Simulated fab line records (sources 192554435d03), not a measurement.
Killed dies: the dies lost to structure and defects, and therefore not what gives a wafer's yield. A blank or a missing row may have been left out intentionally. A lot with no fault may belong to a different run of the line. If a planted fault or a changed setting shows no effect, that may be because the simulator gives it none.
fab line records    flow n5_finfet
record lots=7  wafers=21
route steps=1938 shown SDB@353 HKMG_FIN@403 GATE_CUT@501 MOL_CONTACT_COAG@520
start_h: hours from the record's first day to the start of the lot's first wafer shown    wait_h: hours from the lot's prior step to this one    " unchanged from the row above    L1.1+2: a single row standing in for several wafers    - no value, or no start was given    * or withheld: withheld    < > ~ a bound
route shown NAME@n: names a module that has steps shown in the file, with the first one's number in the route    usual: mean and standard deviation over wafers with no fault    same: alike in all rows    chamber/n: place in a boat    sites: per-site readings    _std_site: their standard deviation    _edge_site: mean of outer sites minus mean of inner sites    radius_mm: how far each site lies from the wafer's centre    mask NAME#n: copy n    behind: the most recent tool/chamber to have shaped the wafer    hold: the reason the lot was held/the length of the hold in hours/how it ended    device: the transistor (n, p or np) that didn't switch    end of line: the tests these same wafers got at the end of their route    for a step that has no rows: nothing shown but its recipe    killed: at the first sort, the dies lost to defects and structure; wafer yield is something else    map: a wafer's dies, x killed, . not, _ none there
set.NAME: the run value of the setting; set.NAME@STEP: its run value at that earlier step    model.NAME: the simulator's own value behind a step, which no gauge read
lots whose settings were changed on purpose; a table a step, a row a wafer
## steps
# step N5_SDB_EXPOSE_08
# recipe mask_id=SDB  na=1.35  source_shape=conventional  sigma_outer=0.5  polarization=unpolarized  dose_mj=49.6
lot.wafer   tool             chamber  start_h  wait_h  mask   set.dose_mj
L076.3      arfi_scanner-03  0        76.47    -       SDB#0  50.61
L076.4+5    "                0        "        "       SDB#0  49.6
L079.1      arfi_scanner-02  0        100.30   -       SDB#0  49.6
L079.5+6    "                0        "        "       SDB#0  46.87
L086.1+4+6  arfi_scanner-01  0        137.80   -       SDB#0  49.6
L087.4+5    arfi_scanner-01  0        147.86   -       SDB#0  52.14
L087.6      "                0        "        "       SDB#0  49.6
L088.1+6    arfi_scanner-01  0        149.64   -       SDB#0  49.6
L088.5      "                0        "        "       SDB#0  45.97
L096.1+2+6  arfi_scanner-01  0        202.35   -       SDB#0  49.6
L097.1+3+6  arfi_scanner-03  0        204.83   -       SDB#0  49.6
# step N5_SDB_PEB_09
# recipe peb_temp_c=withheld  peb_time_s=60  resist=CAR-ArF
# step N5_SDB_DEVELOP_10
# recipe develop_time_s=30  developer=TMAH  resist=CAR-ArF  rinse_liquid=diw  dry=air_spin  dev_temp_c=23
# step N5_SDB_CD_MEAS_11
# recipe target_cd_nm=50  landing_energy_ev=500  detector=se_inlens  polarity=opening
# usual cd_nm=50.3/1.6
lot.wafer  tool       chamber  start_h  wait_h  set.dose_mj@SDB_EXPOSE_08  cd_nm
L076.3     cd_sem-02  0        76.59    -       50.61                      50.7
L076.4     "          0        "        "       49.6                       47.5
L076.5     "          0        "        "       49.6                       47.1
L079.1     cd_sem-03  0        100.42   -       49.6                       49.3
L079.5     "          0        "        "       46.87                      42.3
L079.6     "          0        "        "       46.87                      44.4
L086.1     cd_sem-03  0        137.92   -       49.6                       49.6
L086.4     "          0        "        "       49.6                       50.4
L086.6     "          0        "        "       49.6                       51.8
L087.4     cd_sem-01  0        147.97   -       52.14                      54.9
L087.5     "          0        "        "       52.14                      56.6
L087.6     "          0        "        "       49.6                       51.0
L088.1     cd_sem-03  0        149.76   -       49.6                       50.0
L088.5     "          0        "        "       45.97                      40.9
L088.6     "          0        "        "       49.6                       49.3
L096.1     cd_sem-03  0        202.47   -       49.6                       51.0
L096.2     "          0        "        "       49.6                       50.9
L096.6     "          0        "        "       49.6                       51.0
L097.1     cd_sem-03  0        204.95   -       49.6                       48.0
L097.3     "          0        "        "       49.6                       48.9
L097.6     "          0        "        "       49.6                       48.2
# step N5_SDB_DESCUM_16
# recipe chemistry=O2  time_s=7.9  source_power_w=50  bias_power_w=20  pressure_mtorr=20  rf_frequency_hz=2.712e+07  temp_c=40  resist=CAR-ArF  o2_flow_sccm=225
# step N5_SDB_ETCH_17
# recipe chemistry=CF4  target=SiARC  target_depth_a=234  mask_material=CAR-ArF  time_s=39  ion_energy_ev=80  pressure_mtorr=40  source_w=545  bias_w=36  Ar_flow_sccm=100  cf4_flow_sccm=100  ends=cleared
# step N5_SDB_ETCH_18
# recipe chemistry=N2/H2  target=SOC  target_depth_a=1000  overetch_a=200  mask_material=SiARC  temp_c=40  time_s=150  ion_energy_ev=200  pressure_mtorr=30  source_w=840  bias_w=150  n2_flow_sccm=200  h2_flow_sccm=200
lot.wafer  tool         chamber  start_h  wait_h  set.spin_rpm@SDB_COAT_03  model.etch.depth_nm
L076.3     rie_diel-02  3        77.30    0.0     1500                      100.1
L076.4     "            2        "        "       1500                      99.87
L076.5     "            3        "        "       1500                      99.95
L079.1     rie_diel-02  3        100.58   0.0     1500                      100.2
L079.5     "            1        "        "       1500                      100.3
L079.6     "            3        "        "       1500                      100.1
L086.1     rie_diel-01  3        138.19   0.0     1500                      99.78
L086.4     "            2        "        "       1451                      101.4
L086.6     "            1        "        "       1451                      101.9
L087.4+6   rie_diel-06  0,2      148.13   0.0     1401                      103.7
L087.5     "            3        "        "       1500                      100.4
L088.1     rie_diel-02  2        149.92   0.0     1500                      100.1
L088.5     "            0        "        "       1554                      98.17
L088.6     "            1        "        "       1554                      98.37
L096.1     rie_diel-01  3        202.81   0.0     1562                      98.4
L096.2     "            0        "        "       1562                      98.98
L096.6     "            3        "        "       1500                      100.5
L097.1     rie_diel-06  0        205.11   0.0     1500                      100.3
L097.3+6   "            2,0      "        "       1500                      100.4
# step N5_SDB_STRIP_19
# recipe chemistry=N2/H2  temp_c=40  n2_flow_sccm=200  h2_flow_sccm=200  rf_frequency_hz=6e+07
# step N5_SDB_STRIP_21
# recipe chemistry=CF4  resist=SiARC  power_w=300  bias_power_w=75  pressure_mtorr=50  cf4_flow_sccm=150  rf_frequency_hz=6e+07
# step N5_SDB_HM_OPEN_20
# recipe chemistry=CH3F/O2  target=SiNx  mask_material=SOC  target_depth_a=240  stop_on=poly-Si  over_etch_frac=0.4  ion_energy_ev=120  pressure_mtorr=30  source_w=395  bias_w=73  Ar_flow_sccm=150  CH3F_flow_sccm=30  O2_flow_sccm=20
lot.wafer  tool         chamber  start_h  wait_h  set.spin_rpm@SDB_COAT_03  model.SOC_of_SDB_COAT_03.thk_nm
L076.3     rie_diel-02  3        77.46    0.0     1500                      84.2
L076.4     "            2        "        "       1500                      83.8
L076.5     "            3        "        "       1500                      84
L079.1+6   rie_diel-02  3        100.74   0.0     1500                      84
L079.5     "            1        "        "       1500                      84.6
L086.1     rie_diel-01  3        138.35   0.0     1500                      83.8
L086.4     "            2        "        "       1451                      86
L086.6     "            1        "        "       1451                      86.6
L087.4     rie_diel-06  0        148.29   0.0     1401                      88.2
L087.5     "            3        "        "       1500                      84.6
L087.6     "            2        "        "       1401                      87.2
L088.1     rie_diel-02  2        150.08   0.0     1500                      84
L088.5     "            0        "        "       1554                      81.8
L088.6     "            1        "        "       1554                      82.4
L096.1     rie_diel-01  3        202.96   0.0     1562                      82
L096.2     "            0        "        "       1562                      82.2
L096.6     "            3        "        "       1500                      84.4
L097.1     rie_diel-06  0        205.27   0.0     1500                      85
L097.3     "            2        "        "       1500                      84.2
L097.6     "            0        "        "       1500                      85.2
# step N5_SDB_STRIP_22
# recipe chemistry=N2/H2  power_w=1000  temp_c=250  h2_frac=0.65  overash_fraction=0.3  pressure_mtorr=withheld  n2_flow_sccm=1750  h2_flow_sccm=3250
# usual strip_time_to_endpoint_s=96.3/0.5
lot.wafer  tool             chamber  start_h  wait_h  set.spin_rpm@SDB_COAT_03  strip_time_to_endpoint_s
L076.3     plasma_asher-01  0        77.58    0.1     1500                      96.3
L076.4     "                1        "        "       1500                      95.9
L076.5     "                0        "        "       1500                      96.1
L079.1     plasma_asher-02  0        100.82   0.1     1500                      96.3
L079.5     "                1        "        "       1500                      96.7
L079.6     "                0        "        "       1500                      96.2
L086.1     plasma_asher-01  0        138.43   0.1     1500                      96.1
L086.4     "                1        "        "       1451                      98.1
L086.6     "                0        "        "       1451                      98.6
L087.4     plasma_asher-01  1        148.41   0.1     1401                      100.1
L087.5     "                1        "        "       1500                      96.8
L087.6     "                0        "        "       1401                      99.2
L088.1     plasma_asher-02  0        150.16   0.1     1500                      96.3
L088.5     "                0        "        "       1554                      94.1
L088.6     "                1        "        "       1554                      94.8
L096.1     plasma_asher-01  0        203.04   0.1     1562                      94.4
L096.2     "                1        "        "       1562                      94.6
L096.6     "                0        "        "       1500                      96.6
L097.1     plasma_asher-02  0        205.43   0.1     1500                      97.1
L097.3     "                0        "        "       1500                      96.3
L097.6     "                1        "        "       1500                      97.3
# step N5_HKMG_FIN_ETCH_55
# recipe chemistry=N2/H2  target=SOC  target_depth_a=2400  temp_c=40  time_s=300  ion_energy_ev=200  mask_material=SiARC  pressure_mtorr=30  source_w=840  bias_w=150  n2_flow_sccm=200  h2_flow_sccm=200
# usual rf_vpp_V=523.9/2.7
lot.wafer  tool         chamber  start_h  wait_h  set.bias_w  rf_vpp_V  model.SiARC_of_HKMG_FIN_COAT_42.thk_nm
L076.3     rie_diel-06  2        82.99    0.0     175.8       581.5     17.4
L076.4     "            0        "        "       150         520.3     22.2
L076.5     "            0        "        "       175.8       575.6     19.2
L079.1     rie_diel-02  1        106.07   0.0     150         519.7     22
L079.5     "            3        "        "       150         523.4     21.2
L079.6     "            1        "        "       150         518.7     22
L086.1     rie_diel-02  2        143.76   0.0     150         521.9     21.4
L086.4     "            3        "        "       150         522.9     21.4
L086.6     "            1        "        "       164.7       560.4     20.4
L087.4     rie_diel-02  2        153.62   0.0     160.9       546.5     20
L087.5     "            3        "        "       160.9       547.9     20
L087.6     "            2        "        "       150         522.2     21.4
L088.1     rie_diel-01  3        155.63   0.0     137.6       491.9     22.8
L088.5     "            3        "        "       137.6       493.0     22.8
L088.6     "            0        "        "       150         520.4     19.8
L096.1     rie_diel-01  0        208.43   0.0     150         521.0     19.8
L096.2     "            3        "        "       170.3       573.0     18.4
L096.6     "            1        "        "       150         525.5     20.6
L097.1     rie_diel-01  2        211.11   0.0     150         523.0     22
L097.3     "            1        "        "       150         525.5     20.8
L097.6     "            1        "        "       150         524.5     20.8
# step N5_HKMG_FIN_ETCH_58
# recipe chemistry=N2/H2  target=SOC  target_depth_a=2158  ion_energy_ev=50  bias_w=13  time_s=741  pressure_mtorr=30  source_w=875  n2_flow_sccm=200  h2_flow_sccm=200
# usual rf_vpp_V=99.3/0.88
lot.wafer  tool         chamber  start_h  wait_h  set.source_w  rf_vpp_V  model.SOC_of_HKMG_FIN_COAT_41.thk_nm  model.etch.depth_nm  model.HKMG_FIN.feature_depth_nm
L076.3     rie_diel-06  2        83.20    0.0     875           99.9      78.8                                  222.5                222.6
L076.4     "            0        "        "       875           100.2     86.2                                  212.9                213
L076.5     "            0        "        "       776.3         103.1     108.6                                 190.9                190.8
L079.1     rie_diel-02  1        106.28   0.0     952.7         94.4      75                                    225.3                225.4
L079.5     "            3        "        "       875           99.9      84                                    216.1                216.2
L079.6     "            1        "        "       875           99.5      91.2                                  207.9                207.8
L086.1     rie_diel-02  2        143.97   0.0     875           98.8      86.2                                  214.4                214.4
L086.4     "            3        "        "       875           98.9      86                                    213.6                213.6
L086.6     "            1        "        "       950.1         96.1      72.2                                  228                  228
L087.4     rie_diel-02  2        153.83   0.0     950.4         96.2      68.4                                  230.3                230.2
L087.5     "            3        "        "       875           99.6      84.8                                  213.9                213.8
L087.6     "            2        "        "       875           99.2      84.8                                  214.8                214.8
L088.1     rie_diel-01  3        155.84   0.0     791           101.6     103.4                                 199.2                199.2
L088.5     "            3        "        "       791           102.2     103.8                                 198.3                198.4
L088.6     "            0        "        "       875           99.5      64.4                                  237.2                237.2
L096.1     rie_diel-01  0        208.64   0.0     875           97.3      68.2                                  231.5                231.6
L096.2     "            3        "        "       996.2         96.1      51.6                                  247.1                247
L096.6     "            1        "        "       996.2         94.6      47.8                                  251.4                251.4
L097.1     rie_diel-01  2        211.32   0.0     875           98.7      93.4                                  206.9                206.8
L097.3     "            1        "        "       875           100.1     75.6                                  223.9                223.8
L097.6     "            1        "        "       875           99.7      77                                    221.7                221.6
# step N5_GATE_CUT_CUT_ETCH_54
# recipe chemistry=Cl2/BCl3  target=TiN  mask_material=SiO2  target_depth_a=967  pressure_mtorr=10  icp_w=1000  bias_w=126  Cl2_flow_sccm=53.25  bcl3_flow_sccm=21.75  Ar_flow_sccm=25  ends=cleared
# usual etch_rf_on_time_s=36.7/0.55
lot.wafer  tool          chamber  start_h  wait_h  set.bias_w  etch_rf_on_time_s
L076.3     rie_metal-02  0        95.33    0.1     133.4       36.8
L076.4     "             0        "        "       133.4       36.6
L076.5     "             0        "        "       126         37.3
L079.1     rie_metal-03  0        118.02   0.0     126         37.0
L079.5     "             0        "        "       126         36.9
L079.6     "             1        "        "       104.1       38.8
L086.1     rie_metal-01  1        156.48   0.0     116.2       37.9
L086.4     "             0        "        "       116.2       38.3
L086.6     "             0        "        "       126         37.4
L087.4     rie_metal-01  0        165.80   0.0     126         37.3
L087.5     "             1        "        "       126         36.8
L087.6     "             0        "        "       126         37.2
L088.1     rie_metal-02  1        168.89   0.0     126         36.4
L088.5     "             1        "        "       126         36.3
L088.6     "             0        "        "       126         35.8
L096.1     rie_metal-01  0        220.68   0.0     126         36.7
L096.2     "             1        "        "       105.9       38.3
L096.6     "             1        "        "       105.9       38.1
L097.1     rie_metal-03  1        222.86   0.0     126         36.5
L097.3     "             0        "        "       126         37.1
L097.6     "             1        "        "       126         36.9
# step N5_MOL_CONTACT_COAG_COAT_02
# recipe resist=CAR-EUV  spin_rpm=1500  resist_thk_nm=30
lot.wafer   tool            chamber  start_h  wait_h  set.spin_rpm  model.CAR-EUV_of_MOL_CONTACT_COAG_COAT_02.thk_nm
L076.3      litho_track-04  0        -        -       1500          30
L076.4      "               0        "        "       1554          29.4
L076.5      "               0        "        "       1500          29.8
L079.1+6    litho_track-02  0        -        -       1500          30
L079.5      "               0        "        "       1449          30.4
L086.1      litho_track-05  0        -        -       1500          30.2
L086.4      "               0        "        "       1333          31.8
L086.6      "               0        "        "       1500          30
L087.4      litho_track-05  0        -        -       1570          29.4
L087.5      "               0        "        "       1500          30
L087.6      "               0        "        "       1570          29.2
L088.1+6    litho_track-05  0        -        -       1500          30
L088.5      "               0        "        "       1547          29.6
L096.1+2+6  litho_track-05  0        -        -       1500          30
L097.1+3+6  litho_track-05  0        -        -       1500          30
# step N5_MOL_CONTACT_COAG_EBR_04
# recipe solvent=PGMEA  ebr_width_mm=1.5
# step N5_MOL_CONTACT_COAG_SOFTBAKE_03
# recipe temp_c=110  time_s=60  resist=CAR-EUV
# step N5_MOL_CONTACT_COAG_DESCUM_13
# recipe chemistry=O2  time_s=7  source_power_w=50  bias_power_w=20  pressure_mtorr=20  rf_frequency_hz=2.712e+07  temp_c=40  resist=CAR-EUV  o2_flow_sccm=225
# step N5_MOL_CONTACT_COAG_ETCH_59
# recipe chemistry=N2/H2  target=underlayer  target_depth_a=130  mask_material=CAR-EUV  time_s=10.4  ion_energy_ev=200  pressure_mtorr=30  source_w=840  bias_w=150  n2_flow_sccm=200  h2_flow_sccm=200  ends=cleared
lot.wafer  tool         chamber  start_h  wait_h  set.spin_rpm@MOL_CONTACT_COAG_COAT_02  model.CAR-EUV_of_MOL_CONTACT_COAG_COAT_02.thk_nm
L076.3     rie_diel-02  3        99.32    0.0     1500                                   14.6
L076.4     "            3        "        "       1554                                   14
L076.5     "            0        "        "       1500                                   14.4
L079.1     rie_diel-01  2        121.39   0.0     1500                                   14.4
L079.5     "            1        "        "       1449                                   15
L079.6     "            2        "        "       1500                                   14.6
L086.1     rie_diel-02  0        161.14   0.0     1500                                   14.8
L086.4     "            3        "        "       1333                                   16.4
L086.6     "            0        "        "       1500                                   14.6
L087.4+6   rie_diel-01  3,2      169.33   0.0     1570                                   13.8
L087.5     "            3        "        "       1500                                   14.6
L088.1+6   rie_diel-06  3        173.66   0.0     1500                                   14.8
L088.5     "            2        "        "       1547                                   14.2
L096.1+6   rie_diel-02  3        224.85   0.0     1500                                   14.6
L096.2     "            0        "        "       1500                                   14.4
L097.1+3   rie_diel-01  2,0      226.24   0.0     1500                                   14.6
L097.6     "            2        "        "       1500                                   14.4
# step N5_MOL_CONTACT_COAG_COAT_64
# recipe resist=underlayer  temp_c=205  time_s=60  spin_rpm=1500  resist_thk_nm=10
lot.wafer   tool            chamber  start_h  wait_h  set.spin_rpm
L076.3      litho_track-05  0        -        -       1554
L076.4+5    "               0        "        "       1500
L079.1+5+6  litho_track-05  0        -        -       1500
L086.1      litho_track-02  0        -        -       1577
L086.4+6    "               0        "        "       1500
L087.4+5+6  litho_track-04  0        -        -       1500
L088.1+5+6  litho_track-02  0        -        -       1500
L097.1+3+6  litho_track-04  0        -        -       1500
L096.1      litho_track-02  0        -        -       1500
L096.2+6    "               0        "        "       1581
# step N5_MOL_CONTACT_COAG_DESCUM_45
# recipe chemistry=O2  time_s=7  source_power_w=50  bias_power_w=20  pressure_mtorr=20  rf_frequency_hz=2.712e+07  temp_c=40  resist=CAR-EUV  o2_flow_sccm=225
lot.wafer   tool         chamber  start_h  wait_h  set.time_s  model.CAR-EUV_of_MOL_CONTACT_COAG_COAT_34.thk_nm
L076.3+4+5  rie_diel-01  3,0,3    112.63   0.0     7           36
L079.1      rie_diel-02  2        133.93   0.4     7           36
L079.5+6    "            2,0      "        "       7.978       35.6
L086.1+6    rie_diel-01  2        176.43   0.2     7           36
L086.4      "            0        "        "       7           35.8
L087.4+5    rie_diel-01  1,0      180.61   0.0     6.504       36.4
L087.6      "            2        "        "       7           36.2
L088.1      rie_diel-01  0        184.85   0.2     7           36
L088.5      "            2        "        "       5.452       36.8
L088.6      "            1        "        "       5.452       36.6
L097.1+3+6  rie_diel-02  1,2,1    237.81   0.4     7           36
L096.1+6    rie_diel-01  1,2      237.84   0.1     8.128       35.4
L096.2      "            3        "        "       7           35.8
# step N5_MOL_CONTACT_COAG_ETCH_65
# recipe chemistry=N2/H2  target=underlayer  target_depth_a=130  mask_material=CAR-EUV  time_s=10.4  ion_energy_ev=200  pressure_mtorr=30  source_w=840  bias_w=150  n2_flow_sccm=200  h2_flow_sccm=200  ends=cleared
lot.wafer  tool         chamber  start_h  wait_h  set.spin_rpm@MOL_CONTACT_COAG_COAT_64  set.time_s@MOL_CONTACT_COAG_DESCUM_45  model.CAR-EUV_of_MOL_CONTACT_COAG_COAT_34.thk_nm  model.etch.depth_nm
L076.3     rie_diel-01  3        112.66   0.0     1554                                   7                                      24.8                                              9.838
L076.4     "            0        "        "       1500                                   7                                      24.6                                              10.01
L076.5     "            3        "        "       1500                                   7                                      24.6                                              9.995
L079.1     rie_diel-02  2        133.97   0.0     1500                                   7                                      24.6                                              9.936
L079.5     "            2        "        "       1500                                   7.978                                  24                                                9.934
L079.6     "            0        "        "       1500                                   7.978                                  24                                                9.935
L086.1     rie_diel-01  2        176.47   0.0     1577                                   7                                      24.8                                              9.756
L086.4     "            0        "        "       1500                                   7                                      24.4                                              10.01
L086.6     "            2        "        "       1500                                   7                                      24.6                                              9.965
L087.4     rie_diel-01  1        180.63   0.0     1500                                   6.504                                  25                                                9.978
L087.5     "            0        "        "       1500                                   6.504                                  25                                                10
L087.6     "            2        "        "       1500                                   7                                      24.6                                              9.986
L088.1     rie_diel-01  0        184.88   0.0     1500                                   7                                      24.6                                              9.98
L088.5     "            2        "        "       1500                                   5.452                                  25.2                                              9.991
L088.6     "            1        "        "       1500                                   5.452                                  25.2                                              9.97
L097.1     rie_diel-02  1        237.85   0.0     1500                                   7                                      24.2                                              10.05
L097.3     "            2        "        "       1500                                   7                                      24.4                                              9.984
L097.6     "            1        "        "       1500                                   7                                      24.2                                              10
L096.1     rie_diel-01  1        237.88   0.0     1500                                   8.128                                  24                                                10
L096.2     "            3        "        "       1581                                   7                                      24.6                                              9.759
L096.6     "            2        "        "       1581                                   8.128                                  24.2                                              9.741
# step N5_MOL_CONTACT_COAG_ETCH_66
# recipe chemistry=CF4  target=SiARC  target_depth_a=130  mask_material=CAR-EUV  time_s=21.7  ion_energy_ev=80  pressure_mtorr=40  source_w=545  bias_w=36  Ar_flow_sccm=100  cf4_flow_sccm=100  ends=cleared
lot.wafer   tool         chamber  start_h  wait_h  set.time_s@MOL_CONTACT_COAG_DESCUM_45  model.CAR-EUV_of_MOL_CONTACT_COAG_COAT_34.thk_nm
L076.3      rie_diel-01  3        112.68   0.0     7                                      17.2
L076.4+5    "            0,3      "        "       7                                      17
L079.1      rie_diel-02  2        133.99   0.0     7                                      16.8
L079.5+6    "            2,0      "        "       7.978                                  16.4
L086.1+6    rie_diel-01  2        176.49   0.0     7                                      17
L086.4      "            0        "        "       7                                      16.8
L087.4      rie_diel-01  1        180.67   0.0     6.504                                  17.2
L087.5      "            0        "        "       6.504                                  17.4
L087.6      "            2        "        "       7                                      17
L088.1      rie_diel-01  0        184.90   0.0     7                                      17
L088.5+6    "            2,1      "        "       5.452                                  17.6
L097.1+3+6  rie_diel-02  1,2,1    237.87   0.0     7                                      16.6
L096.1      rie_diel-01  1        237.90   0.0     8.128                                  16.2
L096.2      "            3        "        "       7                                      16.8
L096.6      "            2        "        "       8.128                                  16.6
## key
split step=N5_SDB_EXPOSE_08  setting=dose_mj  stated=49.6  by=wafer
response step=N5_SDB_CD_MEAS_11  reading=cd_nm  change=+1.12  per=1%  r=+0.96
split step=N5_HKMG_FIN_ETCH_55  setting=bias_w  stated=150  by=wafer
response step=N5_HKMG_FIN_ETCH_55  reading=rf_vpp_V  change=+3.53  per=1%  r=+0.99
response step=N5_HKMG_FIN_ETCH_55  reading=model.SiARC_of_HKMG_FIN_COAT_42.thk_nm  change=-0.196  per=1%  r=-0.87
split step=N5_HKMG_FIN_ETCH_58  setting=source_w  stated=875  by=wafer
response step=N5_HKMG_FIN_ETCH_58  reading=rf_vpp_V  change=-0.288  per=1%  r=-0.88
response step=N5_HKMG_FIN_ETCH_58  reading=model.SOC_of_HKMG_FIN_COAT_41.thk_nm  change=-2.04  per=1%  r=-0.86
response step=N5_HKMG_FIN_ETCH_58  reading=model.etch.depth_nm  change=+2.03  per=1%  r=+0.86
response step=N5_HKMG_FIN_ETCH_58  reading=model.HKMG_FIN.feature_depth_nm  change=+2.03  per=1%  r=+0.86
split step=N5_GATE_CUT_CUT_ETCH_54  setting=bias_w  stated=126  by=wafer
response step=N5_GATE_CUT_CUT_ETCH_54  reading=etch_rf_on_time_s  change=*  per=1%  r=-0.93
split step=N5_MOL_CONTACT_COAG_COAT_02  setting=spin_rpm  stated=1500  by=wafer
response step=N5_MOL_CONTACT_COAG_COAT_02  reading=model.CAR-EUV_of_MOL_CONTACT_COAG_COAT_02.thk_nm  change=-0.148  per=1%  r=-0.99
response step=N5_MOL_CONTACT_COAG_ETCH_59  reading=model.CAR-EUV_of_MOL_CONTACT_COAG_COAT_02.thk_nm  change=-0.156  per=1%  r=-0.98
split step=N5_MOL_CONTACT_COAG_COAT_64  setting=spin_rpm  stated=1500  by=wafer
response step=N5_MOL_CONTACT_COAG_ETCH_65  reading=model.etch.depth_nm  change=-0.0458  per=1%  r=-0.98
split step=N5_MOL_CONTACT_COAG_DESCUM_45  setting=time_s  stated=7  by=wafer
response step=N5_MOL_CONTACT_COAG_DESCUM_45  reading=model.CAR-EUV_of_MOL_CONTACT_COAG_COAT_34.thk_nm  change=-0.0291  per=1%  r=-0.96
response step=N5_MOL_CONTACT_COAG_ETCH_65  reading=model.CAR-EUV_of_MOL_CONTACT_COAG_COAT_34.thk_nm  change=-0.0327  per=1%  r=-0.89
response step=N5_MOL_CONTACT_COAG_ETCH_66  reading=model.CAR-EUV_of_MOL_CONTACT_COAG_COAT_34.thk_nm  change=-0.0276  per=1%  r=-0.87
split outside_this_file step=N5_SDB_COAT_03 setting=spin_rpm
# split outside_this_file: this setting was split too, and the file shows its column; the key of that split is in another file
